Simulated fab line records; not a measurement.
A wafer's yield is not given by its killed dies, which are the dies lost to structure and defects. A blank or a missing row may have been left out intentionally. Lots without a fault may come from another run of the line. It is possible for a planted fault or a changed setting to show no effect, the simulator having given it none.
Chamber matching ; flow n5Finfet ; 4 sister chambers for N5_FIN_SAQP_MANDREL2_REMOVE_60 on rieSi-06
The step chemistry HBr/Cl2/O2, target a-Si, stops on SiNx, bt time 10 s. 4 wafers are shown with their chamber, then 9 later ones without.

== WAFERS WITH THEIR CHAMBER ==
wafer;chamber;throttleValvePct (%)
L089.1;3;37.0
L090.2;1;35.9
L090.4;0;36.8
L090.6;2;36.7

== WAFERS WITH NO CHAMBER GIVEN ==
wafer;throttleValvePct (%)
L091.1;35.9
L091.5;35.9
L091.6;36.7
L092.4;36.7
L092.5;36.9
L092.6;37.0
L097.4;37.0
L097.5;37.0
L097.6;36.7

== THE CHAMBER EACH PASSED THROUGH ==
wafer;from the rows above;in truth
L091.1;1;1
L091.5;1;1
L091.6;2;2
L092.4;2;2
L092.5;can't be placed: 0 or 3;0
L092.6;3;3
L097.4;3;3
L097.5;3;3
L097.6;2;2
Correct placement for 8 of the 9. These rows do not allow placing 1 (true chamber among the candidates in 1). 0 placed wrongly.
How it was worked out, from the rows above alone: a wafer's distance from a chamber is the root of the sum, over the readings, of the square of ((its reading less the chamber's mean) divided by the reading's scatter). If the next closest chamber is less than 2 further off than the closest, the wafer can't be placed; otherwise it belongs to the closest. The mean given for a chamber averages the wafers shown for that chamber. The scatter (one wafer shown for each chamber): square how far every hidden wafer sits from the nearest shown wafer, average those squares and take the square root.
